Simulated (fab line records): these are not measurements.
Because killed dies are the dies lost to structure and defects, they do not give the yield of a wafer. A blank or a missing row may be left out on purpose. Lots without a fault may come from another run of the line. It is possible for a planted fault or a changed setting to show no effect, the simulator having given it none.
Split-lot study    flow n5Finfet    21 wafers read across 7 lots, on a route 1938 steps long

== SPLIT DETAILS ==
At N5_BEOL_M13_EXPOSE_25 (exposes mask M13, target cd 210 nm), the setting doseMj was moved away from the recipe's 22 on 9 of the 21 wafers read, by -6.5% to +6.3%. For the rest of the wafers, this setting stayed at what the recipe calls for.

== FROM THE SPLIT TO THE READING: what the file shows between them, 3 steps ==
- N5_BEOL_M13_PEB_26: peb time 90 s
- N5_BEOL_M13_DEVELOP_27: develop time 45 s
- N5_BEOL_M13_HARDBAKE_32: time 120 s

== THE READING ==
Shown in nm: cdNm at N5_BEOL_M13_CD_MEAS_28, with target cd 209.5 nm. On this fab line, fault-free wafers typically give 209.9 nm with a standard deviation of 1.2 nm.

wafer   tool, chamber at the split  doseMj as run  against the recipe  cdNm, nm  against lot-mates on the recipe
L074.2  krfScanner-01, 0            20.57          -6.5%               205.3     -6.6
L074.4  krfScanner-01, 0            20.57          -6.5%               204.9     -7.0
L074.6  krfScanner-01, 0            22             recipe              211.9     -
L077.1  krfScanner-01, 0            22             recipe              211.3     -
L077.4  krfScanner-01, 0            22             recipe              211.7     -
L077.6  krfScanner-01, 0            21.55          -2.0%               208.5     -3.0
L078.1  krfScanner-02, 0            22             recipe              209.9     -
L078.2  krfScanner-02, 0            23.38          +6.3%               216.0     +6.1
L078.4  krfScanner-02, 0            23.38          +6.3%               216.2     +6.3
L083.2  krfScanner-01, 0            22             recipe              209.9     -
L083.5  krfScanner-01, 0            22             recipe              210.3     -
L083.6  krfScanner-01, 0            22             recipe              210.7     -
L082.1  krfScanner-02, 0            22             recipe              209.1     -
L082.2  krfScanner-02, 0            22             recipe              209.1     -
L082.3  krfScanner-02, 0            21.49          -2.3%               207.6     -1.5
L087.1  krfScanner-01, 0            22.88          +4.0%               213.8     no lot-mate on the recipe
L087.2  krfScanner-01, 0            22.88          +4.0%               214.8     no lot-mate on the recipe
L087.4  krfScanner-01, 0            22.88          +4.0%               214.7     no lot-mate on the recipe
L093.1  krfScanner-02, 0            22             recipe              211.4     -
L093.3  krfScanner-02, 0            22             recipe              210.9     -
L093.5  krfScanner-02, 0            22             recipe              211.2     -

FIT RESULTS
A straight line over all 21 wafers: cdNm changes by +0.896 nm for each +1% of doseMj; r = +0.97; the points scatter about the line by 0.8 nm.
The same after taking each lot's own level away (the mean of its wafers on the recipe; 18 wafers): +1.02 nm for each +1%; r = +0.99; scatter 0.38 nm.
The reading moves by 6.6 nm for the largest change in doseMj, on that fit.
Measured against the standard deviation above, the lots' own levels, which go from 209.10 to 211.90 nm, span 2.3 times it.
Hence the slope depends on the lot-to-lot level, as the two fits are not the same.
Check: for one of the wafers moved furthest among these (-6.5%), held out of the fit, the line's prediction against its lot-mates is -6.67 nm. It came out at -6.6 nm against them.

== THE OTHER SPLITS THESE WAFERS WENT THROUGH ==
Other splits were also applied to these wafers ahead of the reading. Each is held against what the fit with the lots' levels taken away leaves over:
other split on the same wafers     wafers away from the commonest value  r with cdNm (lot level and that fit taken away)
N5_BEOL_M8_TRENCH_ETCH_37 sourceW  8                                     -0.23
N5_BEOL_M9_ETCH_62 sourceW         6                                     +0.20
N5_BEOL_M9_EXPOSE_25 doseMj        7                                     -0.05
N5_BEOL_M10_VIA_ETCH_34 biasW      9                                     -0.30
N5_BEOL_M11_COAT_63 spinRpm        4                                     -0.01
N5_BEOL_M11_COAT_64 spinRpm        11                                    +0.15
N5_BEOL_M13_ETCH_59 timeS          6                                     -0.05

== THE WHOLE CHAIN: every reading that the file lists as answering this split, in the file's order ==
step                    what it does                     reading                                                         change (the file's fit)               r (the file's)
N5_BEOL_M13_CD_MEAS_28  target cd 209.5 nm               cdNm                                                            +1.02 nm for each +1% of the setting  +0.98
N5_BEOL_M13_DESCUM_33   chemistry O2, time 7.9 s         BEOL_M13.cdNm (the simulator's own value, which no gauge read)  +1.05 nm for each +1% of the setting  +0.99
N5_BEOL_M13_ETCH_68     etches SOC in N2/H2, time 355 s  BEOL_M13.cdNm (the simulator's own value, which no gauge read)  +1.16 nm for each +1% of the setting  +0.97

== THE FILE'S OWN FIT ==
cdNm changes by +1.02 nm for each +1% of doseMj, r = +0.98.
